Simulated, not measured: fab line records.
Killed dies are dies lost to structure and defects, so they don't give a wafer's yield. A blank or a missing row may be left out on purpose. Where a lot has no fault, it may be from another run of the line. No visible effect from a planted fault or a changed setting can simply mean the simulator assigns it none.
Chamber matching :: flow nand harc :: NHARC_P_BONDPAD_ETCH_12 on rie diel-04: 4 sister chambers
The step etches the open film in CHF3/O2, target depth 200 nm, time 100 s. 8 wafers are shown with their chamber, then 10 later ones without.

EACH WAFER AND ITS CHAMBER
wafer: L366.2
chamber: 3
showerhead plenum p Torr (Torr): 2.47
drypump motor current A (A): 5.3

wafer: L366.5
chamber: 3
showerhead plenum p Torr (Torr): 2.47
drypump motor current A (A): 5.3

wafer: L369.5
chamber: 1
showerhead plenum p Torr (Torr): 2.36
drypump motor current A (A): 5.2

wafer: L368.1
chamber: 2
showerhead plenum p Torr (Torr): 2.47
drypump motor current A (A): 4.8

wafer: L368.2
chamber: 0
showerhead plenum p Torr (Torr): 2.46
drypump motor current A (A): 6.0

wafer: L368.5
chamber: 2
showerhead plenum p Torr (Torr): 2.47
drypump motor current A (A): 4.9

wafer: L371.2
chamber: 1
showerhead plenum p Torr (Torr): 2.36
drypump motor current A (A): 5.2

wafer: L371.5
chamber: 0
showerhead plenum p Torr (Torr): 2.45
drypump motor current A (A): 6.0

WAFERS WITH NO CHAMBER GIVEN
wafer: L371.6
showerhead plenum p Torr (Torr): 2.36
drypump motor current A (A): 5.3

wafer: L373.2
showerhead plenum p Torr (Torr): 2.36
drypump motor current A (A): 5.3

wafer: L373.4
showerhead plenum p Torr (Torr): 2.45
drypump motor current A (A): 6.0

wafer: L373.6
showerhead plenum p Torr (Torr): 2.47
drypump motor current A (A): 4.9

wafer: L370.1
showerhead plenum p Torr (Torr): 2.36
drypump motor current A (A): 5.3

wafer: L370.3
showerhead plenum p Torr (Torr): 2.47
drypump motor current A (A): 4.8

wafer: L370.6
showerhead plenum p Torr (Torr): 2.45
drypump motor current A (A): 6.0

wafer: L372.4
showerhead plenum p Torr (Torr): 2.47
drypump motor current A (A): 5.3

wafer: L374.2
showerhead plenum p Torr (Torr): 2.36
drypump motor current A (A): 5.3

wafer: L374.4
showerhead plenum p Torr (Torr): 2.47
drypump motor current A (A): 5.3

EACH ONE'S CHAMBER
wafer: L371.6
from the rows above: 1
in truth: 1

wafer: L373.2
from the rows above: 1
in truth: 1

wafer: L373.4
from the rows above: 0
in truth: 0

wafer: L373.6
from the rows above: 2
in truth: 2

wafer: L370.1
from the rows above: 1
in truth: 1

wafer: L370.3
from the rows above: 2
in truth: 2

wafer: L370.6
from the rows above: 0
in truth: 0

wafer: L372.4
from the rows above: 3
in truth: 3

wafer: L374.2
from the rows above: 1
in truth: 1

wafer: L374.4
from the rows above: 3
in truth: 3
Correctly placed: 10 of 10. From these rows, 0 cannot be placed. Placed wrongly: 0.
How it was worked out, from the rows above alone: a wafer's distance from a chamber is the root of the sum, over the readings, of the square of ((its reading less the chamber's mean) divided by the reading's scatter). If the next closest chamber is less than 2 further off than the closest, the wafer can't be placed; otherwise it belongs to the closest. The mean given for a chamber averages the wafers shown for that chamber. The scatter: take each reading less its chamber's mean, square it, sum over the shown wafers, divide by the number of wafers less the number of chambers, and take the root.
